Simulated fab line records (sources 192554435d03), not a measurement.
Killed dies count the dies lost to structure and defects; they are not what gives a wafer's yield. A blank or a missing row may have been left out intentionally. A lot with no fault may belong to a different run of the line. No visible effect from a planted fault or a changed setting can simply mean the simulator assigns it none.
Lot-split experiment	flow n5-finfet	21 wafers read from 7 lots, route of 1938 steps

## ABOUT THE SPLIT
At N5_BEOL_M1_ETCH_64 (etches SOC in N2/H2, target depth 75 nm, overetch 15 nm, time 112.5 s), the setting source-w was moved away from the recipe's 840 W on 6 of the 21 wafers read, by -10.2% to +15.7%. The other wafers ran this setting at the recipe's value.

The split's own step is where the reading is taken.

## THE READING
rf-vpp-V, in V, at N5_BEOL_M1_ETCH_64 (etches SOC in N2/H2, target depth 75 nm, overetch 15 nm, time 112.5 s). Typical for fault-free wafers on this fab line: 524.3 V, with standard deviation 2.6 V.

wafer	tool, chamber at the split	source-w as run, W	against the recipe	rf-vpp-V, V	against lot-mates on the recipe
L074.1	rie-diel-06, 0	840	recipe	524.7	-
L074.2	rie-diel-06, 2	840	recipe	523.3	-
L074.3	rie-diel-06, 1	840	recipe	527.5	-
L077.3	rie-diel-05, 3	754	-10.2%	545.3	no lot-mate on the recipe
L077.4	rie-diel-05, 1	754	-10.2%	545.6	no lot-mate on the recipe
L077.5	rie-diel-05, 0	754	-10.2%	545.1	no lot-mate on the recipe
L078.1	rie-diel-03, 1	971.6	+15.7%	501.4	-26.8
L078.3	rie-diel-03, 2	971.6	+15.7%	503.4	-24.8
L078.5	rie-diel-03, 2	840	recipe	528.2	-
L080.1	rie-diel-06, 0	840	recipe	524.2	-
L080.2	rie-diel-06, 1	840	recipe	525.8	-
L080.3	rie-diel-06, 3	840	recipe	523.5	-
L084.4	rie-diel-05, 3	840	recipe	524.4	-
L084.5	rie-diel-05, 1	934.8	+11.3%	508.4	-13.0
L084.6	rie-diel-05, 2	840	recipe	518.4	-
L088.1	rie-diel-05, 0	840	recipe	525.8	-
L088.2	rie-diel-05, 3	840	recipe	526.1	-
L088.5	rie-diel-05, 2	840	recipe	518.6	-
L096.2	rie-diel-03, 3	840	recipe	518.9	-
L096.3	rie-diel-03, 1	840	recipe	526.2	-
L096.6	rie-diel-03, 0	840	recipe	524.4	-

THE FIT
A straight line over all 21 wafers: rf-vpp-V changes by -1.63 V for each +1% of source-w; r = -0.96; the points scatter about the line by 3.3 V.
The same after taking each lot's own level away (the mean of its wafers on the recipe; 18 wafers): -1.55 V for each +1%; r = -0.95; scatter 2.8 V.
The reading moves by 24 V for the largest change in source-w, on that fit.
Across the lots, their own levels run from 521.40 to 528.20 V, a range of 2.6 times the standard deviation given above.
So the lot-to-lot level changes the slope little: the two slopes agree.
Check: with one of the wafers moved furthest among these (+15.7%) left out of the fit, the line predicts -22.5 V for it against its lot-mates. It came out at -26.8 V against them.
Tool readings at the split's step, against how far the setting was moved: rf-vpp-V r = -0.96.

## OTHER SPLITS APPLIED TO THESE WAFERS
Note: prior to the reading, these wafers also went through further splits. Each is held against what the fit with the lots' levels taken away leaves over:
other split on the same wafers	wafers away from the commonest value	r with rf-vpp-V (lot level and that fit taken away)
N5_HKMG_FIN_PEB_47 peb-time-s	5	+0.08
N5_MOL_CONTACT_COAG_PECVD_31 time-s	7	+0.20
N5_MOL_CONTACT_COAG_VIA_ETCH_117 bias-w	7	-0.04
N5_MOL_CONTACT_COAG_CVD_140 target-thk-a	4	-0.25
N5_BEOL_M0_ETCH_128 source-w	2	+0.19
N5_BEOL_M1_EXPOSE_08 dose-mj	10	+0.24

## THE FILE'S OWN FIT
rf-vpp-V changes by -1.48 V for each +1% of source-w, r = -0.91.
